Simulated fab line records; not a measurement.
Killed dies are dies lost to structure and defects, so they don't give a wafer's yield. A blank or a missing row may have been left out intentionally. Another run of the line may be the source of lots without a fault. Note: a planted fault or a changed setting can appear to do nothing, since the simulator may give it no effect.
fab line records	flow nand_harc
record lots=13	wafers=39	last_day=34
route steps=1302 shown A_STAIRCASE@870 A_SGD_CUT@896 END@1302
lots that met no fault: taken from a fault-free run of the same line
start_h: start of the lot's first displayed wafer, in hours after the record's first day	wait_h: hours from the lot's prior step to this one	" same as the row above	L1.1+2: one row covering several wafers at once	- either no value or no given start	* or withheld: withheld	< > ~ a bound
route shown NAME@n: a module of which the file shows steps, and the number in the route of the first	usual: mean/standard deviation of fault-free wafers	same: alike in all rows	chamber/n: place in a boat	sites: per-site readings	_std_site: how widely they spread, as a standard deviation	_edge_site: inner sites' mean taken away from outer sites' mean	radius_mm: for every site, how far away it sits from the centre of the wafer	mask NAME#n: copy n	behind: the tool/chamber that last shaped the wafer	hold: why the lot went on hold/how many hours it stayed there/how the hold came to an end	device: the n, p or np transistor that did not switch	end of line: tests of these same wafers at the route's end	for a step that has no rows: nothing shown but its recipe	killed: at the first sort, the dies lost to defects and structure; wafer yield is something else	map: per-die view of a wafer (x killed, . not killed, _ where there is no die)
set.NAME: the setting that was run; set.NAME@STEP: the one run at that earlier step	model.NAME: the simulator's own value behind a step, which no gauge read
route steps across a sampled set of lots; one table per step, one row per wafer
services: the hour from which a tool's chamber was out of use, counted from the record's first day as start_h (under 0 if before that day), plus the number of hours and why
## steps
# step NHARC_A_STAIRCASE_ETCH_444
# recipe target_depth_a=2.04e+05	time_s=6800	c4f8_flow_sccm=20	o2_flow_sccm=10	ar_flow_sccm=withheld	rf_w=600	bias_w=1000	chemistry=C4F8/O2
# usual oes_product_au=0.938/0.022	rf_vpp_V=805/4.9
lot.wafer	tool	chamber	start_h	wait_h	oes_product_au	rf_hours_counter_h	rf_vpp_V
L236.2	rie_diel-02	2	439.78	0.1	0.945	13	800
L236.3	"	3	"	"	0.943	13	814
L236.6	"	2	441.68	2.0	0.944	-	799
L239.2	rie_diel-02	1	464.51	0.5	0.985	21	803
L239.6	"	0	465.95	2.0	0.962	-	800
L239.5	"	1	"	"	0.977	-	802
L242.1	rie_diel-09	3	474.30	0.1	0.929	56	810
L242.2	"	1	"	"	0.922	60	803
L242.6	"	0	476.70	2.4	0.940	-	804
L241.1	rie_diel-02	1	503.34	0.1	0.921	32	803
L241.5	"	1	505.24	2.0	0.922	-	803
L241.6	"	2	"	"	0.916	-	798
L246.3	rie_diel-09	0	518.19	0.5	0.961	4	803
L246.5	"	3	519.61	1.9	0.989	-	809
L246.6	"	0	"	"	0.969	-	803
L245.1	rie_diel-02	0	518.72	0.6	0.930	36	800
L245.3	"	2	"	"	0.930	36	800
L245.6	"	0	"	"	0.928	-	801
L249.2	rie_diel-09	1	564.44	0.1	0.930	20	803
L249.5	"	1	566.31	1.9	0.927	-	803
L249.6	"	2	"	"	0.927	-	805
L251.1	rie_diel-09	2	585.71	0.6	0.921	23	806
L251.3	"	3	"	"	0.924	26	809
L251.5	"	1	"	"	0.932	-	802
L253.2	rie_diel-09	2	595.67	1.0	0.916	29	804
L253.5	"	0	"	"	0.934	-	803
L253.6	"	1	"	"	0.936	-	801
L255.1	rie_diel-02	1	617.50	0.1	1.003	14	803
L255.3	"	0	618.92	1.5	0.988	14	798
L255.6	"	1	"	"	0.994	-	803
L256.4	rie_diel-05	0	639.24	0.1	0.926	16	799
L256.1	"	2	"	"	0.910	16	812
L256.3	"	3	"	"	0.928	18	808
L257.3	rie_diel-09	3	654.73	0.5	0.914	47	809
L257.1	"	0	"	"	0.933	51	802
L257.2	"	1	"	"	0.929	54	802
L259.1	rie_diel-09	3	674.42	0.6	0.927	55	809
L259.6	"	2	675.88	2.0	0.917	-	806
L259.5	"	3	"	"	0.919	-	809
# step NHARC_A_SGD_CUT_SOFTBAKE_04
# recipe temp_c=105	time_s=55
# usual heater_power_total_W=188.43/0.12
lot.wafer	tool	chamber	start_h	wait_h	heater_power_total_W
L236.2	litho_track-04	0	447	-	188.75
L236.3	"	0	"	"	188.45
L236.6	"	0	"	"	188.44
L239.2	litho_track-04	0	471	-	188.36
L239.5	"	0	"	"	188.39
L239.6	"	0	"	"	188.32
L242.1	litho_track-06	0	481	-	188.32
L242.2	"	0	"	"	188.46
L242.6	"	0	"	"	188.40
L241.1	litho_track-06	0	510	-	188.33
L241.5	"	0	"	"	188.51
L241.6	"	0	"	"	188.33
L246.3	litho_track-06	0	525	-	380.07
L246.5	"	0	"	"	380.19
L246.6	"	0	"	"	380.59
L245.1	litho_track-06	0	525	-	380.05
L245.3	"	0	"	"	380.07
L245.6	"	0	"	"	380.22
L249.2	litho_track-01	0	571	-	188.45
L249.5	"	0	"	"	188.44
L249.6	"	0	"	"	188.65
L251.1	litho_track-01	0	593	-	188.43
L251.3	"	0	"	"	188.72
L251.5	"	0	"	"	188.63
L253.2	litho_track-01	0	602	-	188.34
L253.5	"	0	"	"	188.40
L253.6	"	0	"	"	188.53
L255.1	litho_track-04	0	624	-	188.38
L255.3	"	0	"	"	188.40
L255.6	"	0	"	"	188.32
L256.1	litho_track-04	0	646	-	188.39
L256.3	"	0	"	"	188.34
L256.4	"	0	"	"	188.72
L257.1	litho_track-06	0	661	-	188.47
L257.2	"	0	"	"	188.48
L257.3	"	0	"	"	188.43
L259.1	litho_track-06	0	681	-	188.37
L259.5	"	0	"	"	188.46
L259.6	"	0	"	"	188.60
# step NHARC_A_SGD_CUT_CD_MEAS_09
# recipe target_cd_nm=100	landing_energy_ev=500
# usual cd_nm=100.1/0.56
lot.wafer	tool	chamber	start_h	wait_h	cd_nm
L236.2	cd_sem-01	0	447.72	-	99.9
L236.3	"	0	"	"	99.5
L236.6	"	0	"	"	99.9
L239.2	cd_sem-01	0	471.85	-	100.5
L239.5	"	0	"	"	99.8
L239.6	"	0	"	"	100.1
L242.1	cd_sem-03	0	482.04	-	100.5
L242.2	"	0	"	"	100.0
L242.6	"	0	"	"	100.1
L241.1	cd_sem-02	0	511.17	-	100.5
L241.5	"	0	"	"	99.3
L241.6	"	0	"	"	99.4
L246.3	cd_sem-01	0	525.84	-	99.5
L246.5	"	0	"	"	100.0
L246.6	"	0	"	"	99.2
L245.1	cd_sem-02	0	526.43	-	99.5
L245.3	"	0	"	"	99.5
L245.6	"	0	"	"	100.3
L249.2	cd_sem-03	0	572.22	-	100.3
L249.5	"	0	"	"	99.0
L249.6	"	0	"	"	99.9
L251.1	cd_sem-02	0	593.46	-	99.4
L251.3	"	0	"	"	100.4
L251.5	"	0	"	"	100.9
L253.2	cd_sem-02	0	602.55	-	100.2
L253.5	"	0	"	"	99.8
L253.6	"	0	"	"	99.8
L255.1	cd_sem-03	0	625.35	-	100.5
L255.3	"	0	"	"	101.1
L255.6	"	0	"	"	101.2
L256.1	cd_sem-02	0	647.10	-	100.8
L256.3	"	0	"	"	100.0
L256.4	"	0	"	"	101.0
L257.1	cd_sem-02	0	662.08	-	100.1
L257.2	"	0	"	"	100.3
L257.3	"	0	"	"	100.8
L259.1	cd_sem-02	0	682.00	-	100.5
L259.5	"	0	"	"	101.1
L259.6	"	0	"	"	99.7
# step NHARC_A_SGD_CUT_ETCH_58
# recipe target_depth_a=390	over_etch_frac=0.3	time_s=65	ion_energy_ev=80	cf4_flow_sccm=150	ar_flow_sccm=0	rf_w=300	bias_w=100	chemistry=CF4
# usual drypump_motor_current_A=5.8/0.34	oes_product_au=0.993/0.0093	rf_vpp_V=151.4/1.1	showerhead_plenum_p_Torr=1.77/0.062	throttle_valve_pct=13.284/0.0084
lot.wafer	tool	chamber	start_h	wait_h	drypump_motor_current_A	oes_product_au	rf_hours_counter_h	rf_vpp_V	showerhead_plenum_p_Torr	throttle_valve_pct
L236.2	rie_diel-06	0	448.02	0.1	6.0	0.986	11	150.9	1.74	13.294
L236.3	"	1	"	"	5.6	0.999	14	153.1	1.84	13.291
L236.6	"	2	"	"	5.8	1.012	-	149.8	1.70	13.283
L239.2	rie_diel-11	1	472.11	0.1	5.5	1.006	2	149.9	1.80	13.287
L239.6	"	1	"	"	5.5	1.005	-	151.6	1.80	13.288
L239.5	"	2	"	"	6.1	0.976	-	148.6	1.67	13.301
L242.2	rie_diel-11	0	482.31	0.1	5.8	0.985	2	153.0	1.88	13.279
L242.1	"	1	"	"	5.5	1.002	3	153.4	1.80	13.285
L242.6	"	3	"	"	5.9	0.991	-	152.0	1.72	13.283
L241.1	rie_diel-06	2	511.47	0.1	5.8	1.011	1	149.9	1.70	13.278
L241.6	"	2	"	"	5.8	0.991	-	150.0	1.70	13.284
L241.5	"	3	"	"	6.5	1.004	-	151.2	1.74	13.285
L246.3	rie_diel-07	2	526.11	0.1	5.3	1.003	1	152.7	1.83	13.279
L246.6	"	2	"	"	5.3	0.999	-	151.9	1.83	13.277
L246.5	"	3	"	"	5.9	0.979	-	152.2	1.75	13.272
L245.1	rie_diel-11	3	526.70	0.1	5.9	0.996	3	150.7	1.73	13.281
L245.3	"	0	"	"	5.8	0.987	3	153.0	1.88	13.289
L245.6	"	0	"	"	5.8	0.978	-	153.4	1.88	13.288
L249.2	rie_diel-07	0	572.50	0.1	6.3	0.998	3	152.0	1.77	13.297
L249.6	"	1	"	"	5.6	0.993	-	151.2	1.85	13.286
L249.5	"	2	"	"	5.3	0.997	-	151.4	1.83	13.288
L251.3	rie_diel-06	3	593.74	0.1	6.5	0.983	10	151.3	1.73	13.285
L251.1	"	0	"	"	6.0	0.983	10	149.8	1.74	13.263
L251.5	"	1	"	"	5.6	0.991	-	151.4	1.84	13.277
L253.2	rie_diel-11	3	602.83	0.1	5.9	1.000	9	150.5	1.72	13.293
L253.6	"	1	"	"	5.5	1.011	-	151.5	1.80	13.304
L253.5	"	2	"	"	6.1	0.997	-	150.5	1.67	13.298
L255.3	rie_diel-06	1	625.63	0.1	5.6	0.999	12	153.5	1.84	13.284
L255.1	"	2	"	"	5.8	1.000	13	149.7	1.69	13.285
L255.6	"	3	"	"	6.5	0.982	-	150.5	1.73	13.283
L256.3	rie_diel-11	1	647.39	0.1	5.5	0.983	2	150.5	1.80	13.279
L256.1	"	0	"	"	5.8	0.993	2	152.5	1.87	13.289
L256.4	"	3	"	"	6.0	0.987	-	150.4	1.72	13.289
L257.3	rie_diel-07	1	662.35	0.1	5.6	0.986	0	151.5	1.85	13.291
L257.1	"	3	"	"	5.9	1.009	0	150.0	1.75	13.297
L257.2	"	0	"	"	6.3	1.001	0	152.0	1.77	13.297
L259.1	rie_diel-07	3	682.27	0.1	5.9	0.993	1	151.5	1.75	13.282
L259.6	"	3	"	"	5.9	0.998	-	150.3	1.75	13.278
L259.5	"	0	"	"	6.4	0.999	-	151.5	1.77	13.288
# step NHARC_END_SORT_01
# recipe temp_c=25
# usual killed_at_array=54/18	killed_at_other=0.7/0.87	killed_at_periphery=3.7/2.5	killed_dies=59/19	killed_open=3.3/2	killed_short=2.6/1.6
# same gross_dies=677
lot.wafer	tool	chamber	start_h	wait_h	killed_at_array	killed_at_other	killed_at_periphery	killed_dies	killed_open	killed_short
L253.2	prober-01	0	726.57	2.8	30	0	4	34	3	2
L253.5	prober-01	0	728.96	3.7	26	1	3	30	3	2
L253.6	prober-01	0	729.76	4.0	21	0	2	23	0	1
# killed by level:class
L253.2 A_CHANNEL_HOLE_D1:chamber_film_flake=13 A_SLIT:chamber_film_flake=5 P_GATE:chamber_film_flake=3 A_CONTACT:chamber_film_flake=3 A_STAIRCASE:chamber_film_flake=2 P_GATE:geometric_particle:open=1 A_CHANNEL_FILL_D1:geometric_particle:short=1 A_CHANNEL_HOLE_D2:geometric_particle:open=1
L253.5 A_CHANNEL_HOLE_D1:chamber_film_flake=12 A_STAIRCASE:chamber_film_flake=5 A_ZERO_WELL:chamber_film_flake=3 P_M0:geometric_particle:open=1 A_SOURCE_PLATE:geometric_particle:open=1 A_ONON_D1:geometric_particle:short=1 A_DECK1_JOINT:geometric_particle:open=1 A_WL_FILL:geometric_particle:short=1
L253.6 A_CHANNEL_HOLE_D1:chamber_film_flake=11 A_STAIRCASE:chamber_film_flake=4 A_SLIT:chamber_film_flake=4 A_WL_FILL:geometric_particle:short=1 P_ZERO_WELL:chamber_film_flake=1 P_GATE:chamber_film_flake=1 A_CHANNEL_FILL_D2:chamber_film_flake=1
## services
tool	chamber	start_h	hours	kind
rie_diel-06	0	422.24	2.7	repair
rie_diel-11	-	432.50	9.0	pm
rie_diel-07	0	443.16	9.6	repair
rie_diel-06	3	444.37	10.1	repair
rie_diel-07	-	471.20	9.0	pm
rie_diel-06	1	474.36	7.9	repair
rie_diel-06	-	484.35	9.0	pm
rie_diel-09	-	497.82	9.0	pm
rie_diel-06	1	506.19	7.8	repair
litho_track-06	-	529.00	7.0	pm
litho_track-04	-	553.00	7.0	pm
rie_diel-06	-	573.89	0.1	repair
rie_diel-09	2	574.03	11.1	repair
rie_diel-02	-	577.30	9.0	pm
rie_diel-07	3	588.84	4.2	repair
rie_diel-11	3	606.82	17.6	repair
rie_diel-11	-	609.50	9.0	pm
rie_diel-07	1	610.61	13.4	repair
rie_diel-09	2	622.98	5.5	repair
rie_diel-07	3	630.05	4.0	repair
rie_diel-11	2	632.22	15.2	repair
rie_diel-09	1	639.04	4.1	repair
rie_diel-06	-	645.06	0.9	repair
rie_diel-09	-	676.85	9.0	pm
## key
first_sign step=NHARC_A_SGD_CUT_SOFTBAKE_04	reading=heater_power_total_W	direction=up	sigmas=99+	usual=*	struck=*
effect none on later readings
met_at NHARC_A_SGD_CUT_SOFTBAKE_04
struck_lots L245,L246
tester_left_out L245,L246
not_acting_at NHARC_A_STAIRCASE_ETCH_444,NHARC_A_SGD_CUT_CD_MEAS_09,NHARC_A_SGD_CUT_ETCH_58
onset_between 510 525
fault kind=process_parameter_drift	tool=litho_track-06	chamber=-	onset_h=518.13	steps=NHARC_A_SGD_CUT_SOFTBAKE_04	channel=time_s	offset=*	shape=step	end_h=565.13	acts_in=*	stated=*
# tester_left_out: of these lots the tester's yield and bins aren't shown, on N5 and GAA mostly nor the transistor test; their killed dies are dies lost to structure and defects alone, not to doping, threshold or leakage, so they don't give the yield
